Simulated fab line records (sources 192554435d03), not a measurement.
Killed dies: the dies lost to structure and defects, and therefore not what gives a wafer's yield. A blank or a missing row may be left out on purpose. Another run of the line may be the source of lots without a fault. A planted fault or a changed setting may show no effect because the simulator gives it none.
Chamber matching + flow n5 finfet + 4 sister chambers for N5_BEOL_M14_STRIP_37 on rie diel-03
The step strips in O2. 14 wafers are shown with their chamber, then 7 later ones without.

== WAFERS PAIRED WITH THEIR CHAMBERS ==
| wafer  | chamber | showerhead plenum p Torr (Torr) | oes product au (a.u.) | rf vpp V (V) |
|--------|---------|---------------------------------|-----------------------|--------------|
| L076.1 | 3       | 2.23                            | 0.90                  | 2.6          |
| L076.4 | 3       | 2.23                            | 0.89                  | 3.3          |
| L076.6 | 2       | 2.10                            | 0.77                  | 2.4          |
| L079.3 | 0       | 2.06                            | 0.69                  | 4.3          |
| L079.4 | 3       | 2.23                            | 0.89                  | 4.1          |
| L079.6 | 0       | 2.06                            | 0.71                  | 6.2          |
| L085.1 | 0       | 2.05                            | 0.69                  | 4.7          |
| L085.4 | 2       | 2.09                            | 0.76                  | 2.4          |
| L085.6 | 2       | 2.09                            | 0.76                  | 2.2          |
| L088.1 | 3       | 2.22                            | 0.86                  | 3.9          |
| L088.3 | 1       | 2.11                            | 0.78                  | 2.7          |
| L088.4 | 2       | 2.09                            | 0.75                  | 3.5          |
| L091.2 | 2       | 2.08                            | 0.74                  | 5.3          |
| L091.3 | 3       | 2.22                            | 0.85                  | 5.6          |

SIGNATURES, as means of the wafers listed above
| reading                  | chamber 0 | chamber 1 | chamber 2 | chamber 3 | scatter within a chamber |
|--------------------------|-----------|-----------|-----------|-----------|--------------------------|
| showerhead plenum p Torr | 2.0567    | 2.1100    | 2.0900    | 2.2260    | 0.00622                  |
| oes product au           | 0.6967    | 0.7800    | 0.7560    | 0.8780    | 0.0163                   |
| rf vpp V                 | 5.067     | 2.700     | 3.160     | 3.900     | 1.17                     |
Rule: a wafer lies at a distance from a chamber equal to the root of the sum of squares, over the readings, of (its reading less the chamber's mean, divided by the reading's scatter). The wafer belongs to the nearest chamber; if the next one is less than 2 further off, it can't be placed. The scatter is the square root of a quotient: the sum, over the shown wafers, of each reading's squared deviation from its chamber's mean, divided by wafers minus chambers.

== WAFERS MISSING THEIR CHAMBER ==
| wafer  | showerhead plenum p Torr (Torr) | oes product au (a.u.) | rf vpp V (V) |
|--------|---------------------------------|-----------------------|--------------|
| L091.6 | 2.08                            | 0.74                  | 4.5          |
| L094.2 | 2.21                            | 0.83                  | 4.0          |
| L094.3 | 2.10                            | 0.76                  | 4.1          |
| L094.5 | 2.10                            | 0.78                  | 5.6          |
| L096.1 | 2.10                            | 0.74                  | 6.0          |
| L096.3 | 2.08                            | 0.72                  | 3.1          |
| L096.5 | 2.05                            | 0.90                  | 3.5          |

== WHICH CHAMBER EACH WENT THROUGH ==
| wafer  | from the rows above          | in truth |
|--------|------------------------------|----------|
| L091.6 | 2                            | 2        |
| L094.2 | 3                            | 3        |
| L094.3 | can't be placed: 2 or 1      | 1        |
| L094.5 | can't be placed: 1 or 2      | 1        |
| L096.1 | can't be placed: 2 or 1      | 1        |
| L096.3 | can't be placed: 2 or 0      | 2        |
| L096.5 | can't be placed: 2 or 1 or 0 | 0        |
Correct placement for 2 of the 7. Cannot be placed on the basis of these rows: 5; the candidates contain the true chamber in 5. 0 placed wrongly.
